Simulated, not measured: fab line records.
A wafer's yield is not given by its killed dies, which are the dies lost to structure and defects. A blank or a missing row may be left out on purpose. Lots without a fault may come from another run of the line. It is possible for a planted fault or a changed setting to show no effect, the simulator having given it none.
A single fault, viewed from 3 desks | flow n5 finfet | every desk sees just its own numbers, and what lay behind them comes last

METROLOGY DESK
Means of the sampled wafers that have a number, per lot and without regard to the tool the lot ran on: this is what the gauges read. The brackets show how far a lot's mean lies from the usual mean; more than 4 standard deviations puts the lot out of limits, marked OUT. It has 10 readings; the 7 that lie furthest out on some lot are the ones shown.
Columns: A = DIBL_N at N5_BEOL_M4_RC_MEAS_101, usual 36.8 mV/V; B = IOFF_N at N5_BEOL_M4_RC_MEAS_101, usual 0.168 nA/um; C = IOFF_P at N5_BEOL_M4_RC_MEAS_101, usual 0.22 nA/um; D = ION_N at N5_BEOL_M4_RC_MEAS_101, usual 679 uA/um; E = ION_P at N5_BEOL_M4_RC_MEAS_101, usual 466 uA/um; F = SS_N at N5_BEOL_M4_RC_MEAS_101, usual 71.7 mV/dec; G = VT_P at N5_BEOL_M4_RC_MEAS_101, usual -250 mV
lot  | first seen here | A    | B     | C    | D   | E   | F    | G
L704 | day 7 12:11     | 37.3 | 0.184 | 0.22 | 675 | 461 | 72.0 | -251
L706 | day 8 13:29     | 37.0 | 0.147 | 0.20 | 675 | 461 | 71.0 | -251
L709 | day 8 17:46     | 37.2 | 0.175 | 0.22 | 675 | 462 | 72.3 | -248
L710 | day 9 06:04     | 35.5 | 0.175 | 0.22 | 678 | 470 | 71.2 | -248
L718 | day 11 06:49    | 37.7 | 0.167 | 0.24 | 665 | 462 | 71.5 | -249
L720 | day 11 22:59    | 37.0 | 0.169 | 0.23 | 687 | 468 | 71.4 | -248
L721 | day 12 05:23    | 35.8 | 0.142 | 0.22 | 677 | 470 | 71.2 | -250
L723 | day 12 11:42    | 35.3 | 0.136 | 0.19 | 666 | 458 | 71.9 | -252
L724 | day 13 06:37    | 38.1 | 0.162 | 0.18 | 679 | 460 | 71.8 | -256
Finding of this desk: none of the 9 lots has anything out of limits.

THE DEFECT DESK
What the inspections along the route counted, lot by lot: means of the sampled wafers that have a number. The brackets show how far a lot's mean lies from the usual mean; more than 4 standard deviations puts the lot out of limits, marked OUT.
Columns: A = raw defect count at N5_FIN_SAQP_INSPECT_18, usual 393
lot  | first seen here | A
L704 | day 1 23:26     | 365
L706 | day 2 10:32     | 329
L709 | day 3 03:51     | 534
L710 | day 3 09:58     | 324
L718 | day 5 09:59     | 385
L720 | day 5 21:50     | 398
L721 | day 6 04:19     | 368
L723 | day 6 16:26     | 253
L724 | day 6 22:02     | 377
Finding of this desk: none of the 9 lots has anything out of limits.

TOOL OWNER'S DESK, rie diel-01
The tool's own readings at N5_FIN_SAQP_ETCH_51 (etches SiARC in CF4, target depth 45.5 nm, time 75.8 s): means of the sampled wafers that have a number, for each lot that ran on this tool. The brackets show how far a lot's mean lies from the usual mean; more than 4 standard deviations puts the lot out of limits, marked OUT.
Columns: A = cf4 flow sccm at N5_FIN_SAQP_ETCH_51, usual 100.0 sccm; B = drypump motor current A at N5_FIN_SAQP_ETCH_51, usual 5.6 A; C = etch rf on time s at N5_FIN_SAQP_ETCH_51, usual 74.9 s; D = oes product au at N5_FIN_SAQP_ETCH_51, usual 0.68 a.u.; E = rf vpp V at N5_FIN_SAQP_ETCH_51, usual 184.3 V; F = showerhead plenum p Torr at N5_FIN_SAQP_ETCH_51, usual 2.15 Torr; G = throttle valve pct at N5_FIN_SAQP_ETCH_51, usual 15.66 %
lot  | first seen here | A     | B   | C               | D    | E     | F    | G
L704 | day 1 23:31     | 99.7  | 4.8 | 75.2            | 0.66 | 184.2 | 2.11 | 15.59
L706 | day 2 10:48     | 100.1 | 5.8 | 67.2            | 0.68 | 185.5 | 2.16 | 15.84
L709 | day 3 03:55     | 100.1 | 5.3 | 68.4            | 0.70 | 184.5 | 2.13 | 15.73
L710 | day 3 10:16     | 99.8  | 5.5 | 63.7 (-5.3) OUT | 0.71 | 184.2 | 2.17 | 15.66
L721 | day 6 04:23     | 99.6  | 5.8 | 76.0            | 0.61 | 184.1 | 2.15 | 15.91
L723 | day 6 16:31     | 99.8  | 5.5 | 76.6            | 0.67 | 184.5 | 2.12 | 15.73
This desk's finding: out of limits on L710; first on L710, day 3 10:16 (etch rf on time s at N5_FIN_SAQP_ETCH_51). In limits: L704, L706, L709, L721, L723.

ALL TOGETHER
An alarm could have come from the tool owner's desk at day 3 10:16, on L710.
The metrology desk saw nothing out of limits.
The defect desk saw nothing out of limits.
The metrology desk has L710 on record, within its limits.
The defect desk has L710 on record, within its limits.
All the named lots went through N5_FIN_SAQP_ETCH_51 on rie diel-01.

WHAT WAS PUT IN BY THE SIMULATOR
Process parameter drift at N5_FIN_SAQP_ETCH_51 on rie diel-01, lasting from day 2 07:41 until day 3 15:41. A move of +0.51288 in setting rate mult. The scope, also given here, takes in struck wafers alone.
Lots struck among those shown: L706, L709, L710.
Each desk's first reading out of limits, in hours after the fault started: the tool owner's desk, 27.
